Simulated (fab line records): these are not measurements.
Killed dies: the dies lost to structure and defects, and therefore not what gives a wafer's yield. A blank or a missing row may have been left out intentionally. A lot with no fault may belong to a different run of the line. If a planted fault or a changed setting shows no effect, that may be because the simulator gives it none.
A lot that was struck, set against a sound lot | flow n5_finfet | 14 out of 1938 route steps
Sound: wafers L276.1, L276.3, L276.6. Struck: wafer L270.6; the same lot's L270.3 was not struck, so it is left out; see the end for the cause.
Each step with rows lists, per side, the tool, then ch with its chambers, then its first start. Under that, the readings that differ: sound wafers | struck wafers | difference of the means | sigmas: that difference in standard deviations of wafers without a fault.
alike: words and numbers the same on both sides, and readings whose means are apart by under 2 such deviations; not compared: readings that were withheld, readings missing a value for some wafer, numbers with overlapping values and no deviation given by the record, and bounds like >300 which may hide the same value.
Wherever a step has rows on one side only, a row that says differs or no value, or a row with sigmas, the two part there. Non-overlapping numbers with no deviation appear without sigmas and do not part them. A reading that every wafer of one side lacks parts them only if that side has two wafers or more.

N5_HKMG_FIN_STRIP_89: strips SOC in N2/H2, time 20 s.
  sound on rie_diel-01 ch 2,3, day 9 05:24; struck on rie_diel-04 ch 1, day 8 01:32
  alike: drypump_motor_current_A, oes_product_au, rf_vpp_V, showerhead_plenum_p_Torr, throttle_valve_pct
  not compared: rf_hours_counter_h
then, 1 step without rows for these wafers: N5_HKMG_FIN_WET_ETCH_87 (etches TiN in SC1, time 154.2 s, target depth 4.7 nm, rinse time 30 s).
N5_HKMG_FIN_STRIP_88: strips in N2/H2, time 360 s.
  sound on plasma_asher-01 ch 1, day 9 05:35; struck on plasma_asher-01 ch 0, day 8 01:50
  alike: drypump_motor_current_A, heater_power_w
  not compared: rf_hours_counter_h
N5_HKMG_FIN_NWFM_ALD_20: deposits TiAlC, target thk 2 nm, pulse time 3 s, purge time 2 s.
  sound on ald_metal-02 ch 1,2, day 9 05:58; struck on ald_metal-02 ch 1, day 8 02:06
  alike: heater_power_w, precursor_pulse_height_rel
  not compared: ald_cycles
then, 6 steps without rows for these wafers: N5_HKMG_FIN_ALD_71 (deposits TiN, target thk 1 nm, pulse time 1 s, purge time 3 s); N5_HKMG_FIN_COAT_66 (time 60 s, resist thk 300 nm); N5_HKMG_FIN_ETCH_67 (etches SOC in N2/H2, stops on TiN, target depth 388.9 nm); N5_HKMG_FIN_STRIP_90 (strips SOC in N2/H2, time 20 s); N5_HKMG_FIN_WET_ETCH_73 (etches the open film in SC1, time 42.3 s, target depth 1.3 nm, rinse time 30 s); N5_HKMG_FIN_ETCHBACK_68 (etches the open film in Cl2/Ar, stops on HfO2, target depth 0.5 nm).
N5_HKMG_FIN_STRIP_69: strips in N2/H2, time 360 s.
  sound on plasma_asher-02 ch 0,1, day 9 06:46; struck on plasma_asher-02 ch 1, day 8 03:01
  alike: drypump_motor_current_A, heater_power_w
  not compared: rf_hours_counter_h
N5_HKMG_FIN_ALD_21: deposits TiN, target thk 1.5 nm, pulse time 1 s, purge time 3 s.
  sound on ald_metal-03 ch 2,3, day 9 07:10; struck on ald_metal-02 ch 3, day 8 03:17
  reading            | sound       | struck | difference | sigmas
  heater_power_w (W) | 696 793 792 | 955    | +195       | +2
  alike: precursor_pulse_height_rel
  not compared: ald_cycles
N5_HKMG_FIN_ALD_72: deposits W, target thk 2 nm, pulse time 1 s, purge time 2 s.
  sound on cvd_w-01 ch 0,1, day 9 07:31; struck on cvd_w-02 ch 1, day 8 03:40
  reading                                | sound       | struck | difference | sigmas
  ald_cycles                             | 7 7 7       | 8      | +1         |
  heater_power_w (W)                     | 476 493 487 | 355    | -130       | -3
  model.W_of_HKMG_FIN_ALD_72.thk_nm (nm) | 1.8 1.8 1.8 | 2.2    | +0.4       |
  alike: precursor_pulse_height_rel
then, 1 step without rows for these wafers: N5_HKMG_FIN_W_FILL_22 (material W, target thk 60 nm, time 18.2 s).

WHERE THEY PART
Earliest at N5_HKMG_FIN_ALD_21; latest, in this record, at N5_HKMG_FIN_ALD_72.

WHY: the cause the simulator had injected
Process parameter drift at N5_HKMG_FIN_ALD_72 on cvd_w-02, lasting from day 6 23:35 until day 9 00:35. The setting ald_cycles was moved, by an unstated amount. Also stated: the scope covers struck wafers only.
